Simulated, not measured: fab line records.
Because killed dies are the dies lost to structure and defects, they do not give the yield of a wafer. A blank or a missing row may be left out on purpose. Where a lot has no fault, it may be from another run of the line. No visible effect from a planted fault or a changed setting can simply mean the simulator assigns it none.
Matching of chambers + flow nand_harc + 4 sister chambers for NHARC_P_GATE_ETCH_32 on rie_si-02
The step etches the open film in HBr/Cl2, target depth 150 nm, time 100.1 s. 14 wafers are shown with their chamber, then 7 later ones without.

EACH WAFER AND ITS CHAMBER
| wafer  | chamber | oes_product_au (a.u.) | throttle_valve_pct (%) |
|--------|---------|-----------------------|------------------------|
| L076.1 | 2       | 0.991                 | 26.414                 |
| L076.3 | 1       | 1.004                 | 26.388                 |
| L076.5 | 3       | 0.992                 | 26.415                 |
| L081.1 | 0       | 0.999                 | 26.407                 |
| L081.4 | 2       | 0.993                 | 26.410                 |
| L081.6 | 2       | 0.998                 | 26.396                 |
| L084.1 | 0       | 1.003                 | 26.408                 |
| L084.2 | 1       | 0.993                 | 26.418                 |
| L084.4 | 2       | 0.990                 | 26.396                 |
| L090.1 | 1       | 0.992                 | 26.405                 |
| L090.2 | 2       | 0.994                 | 26.415                 |
| L090.5 | 2       | 0.989                 | 26.433                 |
| L093.2 | 1       | 0.996                 | 26.406                 |
| L093.5 | 0       | 0.999                 | 26.412                 |

SIGNATURES (means of the wafers above)
| reading            | chamber 0 | chamber 1 | chamber 2 | chamber 3 | scatter within a chamber |
|--------------------|-----------|-----------|-----------|-----------|--------------------------|
| oes_product_au     | 1.00033   | 0.99625   | 0.99250   | 0.99200   | 0.00391                  |
| throttle_valve_pct | 26.40900  | 26.40425  | 26.41067  | 26.41500  | 0.012                    |
Rule: for a wafer and a chamber, the distance is found by dividing, reading by reading, the gap between the wafer's reading and the chamber's mean by the reading's scatter, squaring, summing and taking the root. The wafer belongs to the nearest chamber; if the next one is less than 2 further off, it can't be placed. The scatter is the square root of a quotient: the sum, over the shown wafers, of each reading's squared deviation from its chamber's mean, divided by wafers minus chambers.

WAFERS WITH NO CHAMBER GIVEN
| wafer  | oes_product_au (a.u.) | throttle_valve_pct (%) |
|--------|-----------------------|------------------------|
| L093.6 | 0.993                 | 26.407                 |
| L095.2 | 0.998                 | 26.412                 |
| L095.3 | 0.981                 | 26.412                 |
| L095.6 | 0.993                 | 26.417                 |
| L096.1 | 0.992                 | 26.412                 |
| L096.3 | 1.001                 | 26.407                 |
| L096.4 | 0.998                 | 26.404                 |

CHAMBER TAKEN BY EACH
| wafer  | from the rows above               | in truth |
|--------|-----------------------------------|----------|
| L093.6 | can't be placed: 2 or 3 or 1 or 0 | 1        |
| L095.2 | can't be placed: 0 or 1 or 2 or 3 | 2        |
| L095.3 | can't be placed: 3 or 2 or 1      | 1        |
| L095.6 | can't be placed: 3 or 2 or 1 or 0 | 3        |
| L096.1 | can't be placed: 2 or 3 or 1 or 0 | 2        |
| L096.3 | can't be placed: 0 or 1 or 2      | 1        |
| L096.4 | can't be placed: 1 or 0 or 2 or 3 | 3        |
Placed correctly: 0 of 7. Unplaceable from these rows: 7, with the true chamber sitting among the candidates in 7. Number placed wrongly: 0.
